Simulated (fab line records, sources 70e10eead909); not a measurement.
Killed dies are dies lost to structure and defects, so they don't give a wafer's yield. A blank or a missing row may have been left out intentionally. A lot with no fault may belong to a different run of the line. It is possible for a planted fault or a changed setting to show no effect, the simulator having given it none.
Comparing a struck lot with a sound one + flow nand-harc + 14 steps out of a route of 1159
Sound: these wafers, L710.2, L710.5, L710.6. Struck: wafer L713.4 (L713.1, L713.3, from the same lot, were not struck and are left out); the cause is given at the end.
Order at every step that has rows: each side's tool, ch and its chambers, its first start. Under that, the readings that differ: sound wafers + struck wafers + difference of the means + sigmas: that difference in standard deviations of wafers without a fault.
alike: readings whose means differ by less than 2 such deviations, and words and numbers that are the same on both sides. not compared: withheld readings, readings that some wafer has no value for, bounds like >300 that may hide the same value, and numbers for which the record gives no deviation and whose values overlap.
Wherever a step has rows on one side only, a row that says differs or no value, or a row with sigmas, the two part there. Non-overlapping numbers with no deviation appear without sigmas and do not part them. A reading missing from all wafers of one side parts the sides only when that side holds two or more wafers.

first, 1 step without rows for these wafers: NHARC_A_ONON_D1_DEP_03 (target thk 1000 nm).
NHARC_A_ONON_D1_THK_MEAS_05: measures by ellipsometry.
  sound on film-metro-01, day 8 04:22; struck on film-metro-02, day 8 14:13
  alike: thk-nm
then, no rows for these wafers at 1 step: NHARC_A_ONON_D1_DEP_06 (target thk 1000 nm).
NHARC_A_ONON_D1_THK_MEAS_08: measures by ellipsometry.
  sound on film-metro-02, day 8 04:56; struck on film-metro-02, day 8 14:47
  alike: thk-nm
then, no rows for these wafers at 1 step: NHARC_A_ONON_D1_DEP_09 (target thk 1000 nm).
NHARC_A_ONON_D1_THK_MEAS_11: measures by ellipsometry.
  sound on film-metro-02, day 8 05:30; struck on film-metro-01, day 8 15:22
  alike: thk-nm
then, no rows for these wafers at 1 step: NHARC_A_ONON_D1_DEP_12 (target thk 1000 nm).
NHARC_A_ONON_D1_THK_MEAS_14: measures by ellipsometry.
  sound on film-metro-02, day 8 06:04; struck on film-metro-02, day 8 15:59
| reading     | sound          | struck | difference | sigmas |
|-------------|----------------|--------|------------|--------|
| thk-nm (nm) | 1009 1012 1012 | 977    | -34        | -3     |
then, 2 steps without rows for these wafers: NHARC_A_ONON_D1_ANNEAL_15 (time 3600 s); NHARC_A_ONON_D1_DEP_16 (target thk 1000 nm).
NHARC_A_ONON_D1_THK_MEAS_18: measures by ellipsometry.
  sound on film-metro-02, day 8 13:14; struck on film-metro-01, day 9 00:41
| reading     | sound          | struck | difference | sigmas |
|-------------|----------------|--------|------------|--------|
| thk-nm (nm) | 1008 1009 1009 | 981    | -28        | -3     |
NHARC_A_ONON_D1_DEP_19: target thk 1000 nm.
  sound on pecvd-onon-03 ch 0, day 8 13:26; struck on pecvd-onon-02 ch 0, day 9 00:45
  alike: sih4-flow-sccm
NHARC_A_ONON_D1_THK_MEAS_21: measures by ellipsometry.
  sound on film-metro-02, day 8 13:53; struck on film-metro-01, day 9 01:16
| reading     | sound       | struck | difference | sigmas |
|-------------|-------------|--------|------------|--------|
| thk-nm (nm) | 995 994 993 | 1065   | +71        | +9     |
then, no rows for these wafers at 1 step: NHARC_A_ONON_D1_DEP_22 (target thk 1000 nm).

== WHERE THEY PART ==
Earliest at NHARC_A_ONON_D1_THK_MEAS_14; latest, in this record, at NHARC_A_ONON_D1_THK_MEAS_21.

WHY: the cause the simulator had injected
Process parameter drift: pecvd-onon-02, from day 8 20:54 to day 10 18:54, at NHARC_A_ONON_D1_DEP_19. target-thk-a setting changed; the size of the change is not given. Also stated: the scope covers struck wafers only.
